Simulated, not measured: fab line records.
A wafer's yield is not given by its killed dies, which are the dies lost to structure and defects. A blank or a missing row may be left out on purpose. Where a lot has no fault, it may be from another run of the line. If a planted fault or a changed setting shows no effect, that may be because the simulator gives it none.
Problem report, 8D (eight disciplines) form, completed by code -- flow n5Finfet -- the parts of the form that need people (team, actions taken, sign-off) are left out

== 1. WHAT IS WRONG ==
Wafers without a fault read 81.3 s, standard deviation 0.51; runLengthS at N5_BEOL_M0_SAQP_PECVD_96 reads a mean of 78.7 s on 3 wafers belonging to 3 lots. Relative to the usual mean, that is a shift of -5.0 standard deviations.
The step: deposits a-Si from SiH4/He, target thk 45 nm, time 45.2 s.
First seen on wafer L293.3, day 8 17:25, on pecvd-03. The record holds 14 wafers of 5 lots with a number at this step. Rule for "out", or "out of limits": more than 4 standard deviations from the usual mean. The other wafers with a number count as sound.

== 2. WHAT IT IS; WHAT IT IS NOT ==
question,is,is not
which readings at this step,runLengthS,"heaterPowerW, showerheadPlenumPTorr, throttleValvePct"
which lots,"L293, L294, L296","L288, L301"
which wafers of those lots,"L293.3, L294.3, L296.5","L293.2, L293.6, L294.4, L296.2, L296.4"
read on which tools,pecvd-03,pecvd-01
when,from day 8 17:25,"up to then (5 sound wafers); but 6 sound wafers of L294, L296, L301 came after"

== 3. WHAT RULES OUT EACH SUSPECT ==
Counting: any tool at a process step up to the reading remains a suspect provided it ran every lot that is out. Sound lots after the first of them don't rule it out here, since some wafers of a struck lot are sound.
- pecvd-03 at N5_BEOL_M0_SAQP_PECVD_96 (deposits a-Si from SiH4/He, target thk 45 nm, time 45.2 s): kept. It ran every lot that is out, first L293 (day 8 17:25); its last sound lot up to then is L288 (day 7 12:59). Out on those wafers are its own readings of runLengthS.
After counting, what remains is pecvd-03 at N5_BEOL_M0_SAQP_PECVD_96.

== 4. THE CAUSE (what the simulator had put in) ==
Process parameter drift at N5_BEOL_M0_SAQP_PECVD_96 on pecvd-03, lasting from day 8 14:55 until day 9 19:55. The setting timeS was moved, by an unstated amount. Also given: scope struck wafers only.
Counting left only this tool.

== 5. SEQUENCE OF EFFECTS, ordered by route ==
One row per reading whose mean, taken over the struck wafers that have a number, lies over 3 standard deviations from the usual. Scope: only readings with a usual standard deviation given in the record; hours: median across lots of the time from each lot's start at the first step in this table that gives one to its start at this step; sigmas: change in usual standard deviations.
hours,step,reading,usual,on struck wafers,change,sigmas
0,N5_BEOL_M0_SAQP_PECVD_96,runLengthS,81.3 s,78.7,-2.6,-5.0
Process steps it contains:
- N5_BEOL_M0_SAQP_PECVD_96: deposits a-Si from SiH4/He, target thk 45 nm, time 45.2 s.
At these later measuring or inspecting steps, every struck wafer for which the step has a row has a number for every such reading, and none has moved that far: N5_BEOL_M4_RC_MEAS_101.

== 6. WHAT WOULD HAVE CAUGHT IT SOONER ==
In this record the first reading out of limits was taken at day 8 17:25, 3 hours after the fault began at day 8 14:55.
